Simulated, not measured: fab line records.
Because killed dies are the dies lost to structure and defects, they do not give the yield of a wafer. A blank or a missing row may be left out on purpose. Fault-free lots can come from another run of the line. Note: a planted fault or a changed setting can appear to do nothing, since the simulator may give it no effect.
Lot-split experiment | flow n5 finfet | 21 wafers read across 7 lots, on a route 1938 steps long

## THE SPLIT ITSELF
At N5_MIM_BOT_LITHO_EXPOSE_05 (exposes mask MIM BOT), the setting dose mj was moved away from the recipe's 24.25 on 4 of the 21 wafers read, by -3.3% to +6.6%. For the rest of the wafers, this setting stayed at what the recipe calls for.

## FROM THE SPLIT TO THE READING: what the file shows between them, 3 steps
- N5_MIM_BOT_LITHO_PEB_06
- N5_MIM_BOT_LITHO_DEVELOP_07: develop time 60 s
- N5_MIM_BOT_LITHO_HARDBAKE_09: time 120 s

## THE READING
cd nm, in nm, at N5_MIM_BOT_LITHO_CD_MEAS_08 (target cd 3000 nm). On this fab line, fault-free wafers typically give 3000.2 nm with a standard deviation of 1.5 nm.

wafer  | tool, chamber at the split | dose mj as run | against the recipe | cd nm, nm | against lot-mates on the recipe
L079.1 | krf scanner-02, 0          | 24.25          | recipe             | 3001.2    | -
L079.2 | krf scanner-02, 0          | 23.59          | -2.7%              | 2995.5    | -5.6
L079.5 | krf scanner-02, 0          | 24.25          | recipe             | 3001.0    | -
L081.2 | krf scanner-01, 0          | 24.25          | recipe             | 2999.1    | -
L081.3 | krf scanner-01, 0          | 24.25          | recipe             | 2999.0    | -
L081.6 | krf scanner-01, 0          | 24.25          | recipe             | 2996.7    | -
L083.4 | krf scanner-01, 0          | 24.25          | recipe             | 2998.9    | -
L083.5 | krf scanner-01, 0          | 24.25          | recipe             | 2999.8    | -
L083.6 | krf scanner-01, 0          | 24.25          | recipe             | 2999.7    | -
L089.1 | krf scanner-01, 0          | 24.25          | recipe             | 3001.2    | -
L089.4 | krf scanner-01, 0          | 23.46          | -3.3%              | 2995.5    | -5.9
L089.6 | krf scanner-01, 0          | 24.25          | recipe             | 3001.6    | -
L091.1 | krf scanner-02, 0          | 24.25          | recipe             | 2999.5    | -
L091.3 | krf scanner-02, 0          | 25.84          | +6.6%              | 3012.7    | +12.4
L091.4 | krf scanner-02, 0          | 24.25          | recipe             | 3001.1    | -
L094.1 | krf scanner-02, 0          | 24.25          | recipe             | 3000.1    | -
L094.4 | krf scanner-02, 0          | 24.25          | recipe             | 3000.0    | -
L094.6 | krf scanner-02, 0          | 24.25          | recipe             | 3001.5    | -
L095.1 | krf scanner-02, 0          | 24.25          | recipe             | 2999.9    | -
L095.3 | krf scanner-02, 0          | 23.58          | -2.8%              | 2994.9    | -4.3
L095.6 | krf scanner-02, 0          | 24.25          | recipe             | 2998.5    | -

THE FIT
A straight line over all 21 wafers: cd nm changes by +1.81 nm for each +1% of dose mj; r = +0.94; the points scatter about the line by 1.2 nm.
The same after taking each lot's own level away (the mean of its wafers on the recipe; 21 wafers): +1.86 nm for each +1%; r = +0.98; scatter 0.69 nm.
On that fit, the largest move of dose mj shifts the reading by 12 nm.
From 2998.27 to 3001.40 nm: that is the span of the lots' own levels, equal to 2.1 times the standard deviation above.
Consequently the slope shifts little with the lot-to-lot level, the two slopes agreeing.
Check: +11.8 nm against its lot-mates is what the line predicts for one of the wafers moved furthest among these (+6.6%) when that wafer is left out of the fit. Against them it came out at +12.4 nm.

## ADDITIONAL SPLITS CARRIED BY THESE WAFERS
Note: prior to the reading, these wafers also went through further splits. Each is held against what the fit with the lots' levels taken away leaves over:
other split on the same wafers  | wafers away from the commonest value | r with cd nm (lot level and that fit taken away)
N5_BEOL_M13_ILD_DEP_00 time s   | 7                                    | +0.34
N5_BEOL_M13_COAT_58 spin rpm    | 5                                    | -0.24
N5_BEOL_M14_EXPOSE_07 dose mj   | 7                                    | -0.12
N5_BEOL_M14_ETCH_59 time s      | 9                                    | +0.05
N5_BEOL_M15_SPUTTER_44 power w  | 4                                    | -0.27
N5_MIM_TOP_ETCH_PECVD_03 time s | 6                                    | +0.12

## FILE'S OWN FIT
cd nm changes by +1.85 nm for each +1% of dose mj, r = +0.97.
